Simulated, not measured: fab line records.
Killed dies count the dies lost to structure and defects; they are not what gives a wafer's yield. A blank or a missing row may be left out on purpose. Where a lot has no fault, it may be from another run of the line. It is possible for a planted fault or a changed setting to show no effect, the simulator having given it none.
Chamber matching ; flow n5 finfet ; N5_MOL_CONTACT_COAG_CMP_52 on cmp-01: 4 sister chambers
The step polishes, stops on SiO2, t overpolish 1.5 s, target thk 66.5 nm. 8 wafers are shown with their chamber, then 12 later ones without.

== WAFERS PAIRED WITH THEIR CHAMBERS ==
wafer;chamber;motor current A (A);time to endpoint s (s)
L084.4;3;10.8;15.7
L089.5;2;10.8;10.9
L091.1;3;10.6;14.5
L091.2;0;10.5;12.1
L091.5;0;10.3;12.9
L091.3;1;11.8;14.1
L091.4;2;10.7;12.3
L091.6;1;11.3;14.0

== WAFERS MISSING THEIR CHAMBER ==
wafer;motor current A (A);time to endpoint s (s)
L094.1;10.5;21.2
L094.2;11.6;13.6
L094.3;11.9;12.8
L094.4;10.2;14.4
L094.5;10.6;12.0
L094.6;10.7;14.9
L095.1;10.9;11.2
L095.4;11.9;15.6
L095.5;10.6;14.4
L097.1;12.3;13.2
L097.5;12.0;15.3
L097.6;10.3;13.9

== THE CHAMBER EACH PASSED THROUGH ==
wafer;from the rows above;in truth
L094.1;3;3
L094.2;1;1
L094.3;1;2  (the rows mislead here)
L094.4;can't be placed: 3 or 0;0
L094.5;can't be placed: 2 or 0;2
L094.6;3;3
L095.1;2;2
L095.4;1;1
L095.5;can't be placed: 3 or 0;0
L097.1;1;1
L097.5;1;1
L097.6;can't be placed: 0 or 3 or 2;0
Correctly placed: 7 of 12. Can't be placed from these rows: 4 (the true chamber is among the candidates in 4). Wrongly placed: 1.
How it was worked out, from the rows above alone: a wafer's distance from a chamber is the root of the sum, over the readings, of the square of ((its reading less the chamber's mean) divided by the reading's scatter). The wafer belongs to the nearest chamber; if the next one is less than 2 further off, it can't be placed. For every chamber, the mean is computed from those of its wafers that are shown. The scatter is the square root of a quotient: the sum, over the shown wafers, of each reading's squared deviation from its chamber's mean, divided by wafers minus chambers.
